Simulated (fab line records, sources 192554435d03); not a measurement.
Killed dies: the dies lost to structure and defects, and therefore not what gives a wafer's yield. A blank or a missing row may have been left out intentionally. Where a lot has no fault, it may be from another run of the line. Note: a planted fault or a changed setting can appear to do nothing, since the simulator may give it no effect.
Matching of chambers -- flow n5_finfet -- rie_si-05 running N5_PMOS_HMC_CHANNEL_EPI_FIN_RECESS_16: 4 sister chambers
The step chemistry HBr/Cl2, target Si, target depth 54 nm, time 18 s. 4 wafers are shown with their chamber, then 7 later ones without.

## WAFERS PAIRED WITH THEIR CHAMBERS
wafer,chamber,throttle_valve_pct (%)
L076.5,1,35.66
L090.1,3,35.65
L092.2,0,35.83
L092.3,2,35.60

## WAFERS WHOSE CHAMBER IS MISSING
wafer,throttle_valve_pct (%)
L092.6,35.68
L096.1,35.62
L096.2,35.67
L096.5,35.83
L097.2,35.68
L097.3,35.13
L097.5,35.69

## WHICH CHAMBER EACH ONE RAN IN
wafer,from the rows above,in truth
L092.6,can't be placed: 1 or 3 or 2 or 0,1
L096.1,can't be placed: 2 or 3 or 1 or 0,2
L096.2,can't be placed: 1 or 3 or 2 or 0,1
L096.5,can't be placed: 0 or 1 or 3 or 2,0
L097.2,can't be placed: 1 or 3 or 2 or 0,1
L097.3,can't be placed: 2 or 3 or 1 or 0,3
L097.5,can't be placed: 1 or 3 or 2 or 0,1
Correct placement for 0 of the 7. Unplaceable from these rows: 7, with the true chamber sitting among the candidates in 7. 0 placed wrongly.
How it was worked out, from the rows above alone: a wafer's distance from a chamber is the root of the sum, over the readings, of the square of ((its reading less the chamber's mean) divided by the reading's scatter). If the next closest chamber is less than 2 further off than the closest, the wafer can't be placed; otherwise it belongs to the closest. A chamber's mean is the mean of its shown wafers. The scatter: with one shown wafer a chamber, the root of the mean of the squares of how far each hidden wafer lies from its nearest shown one.
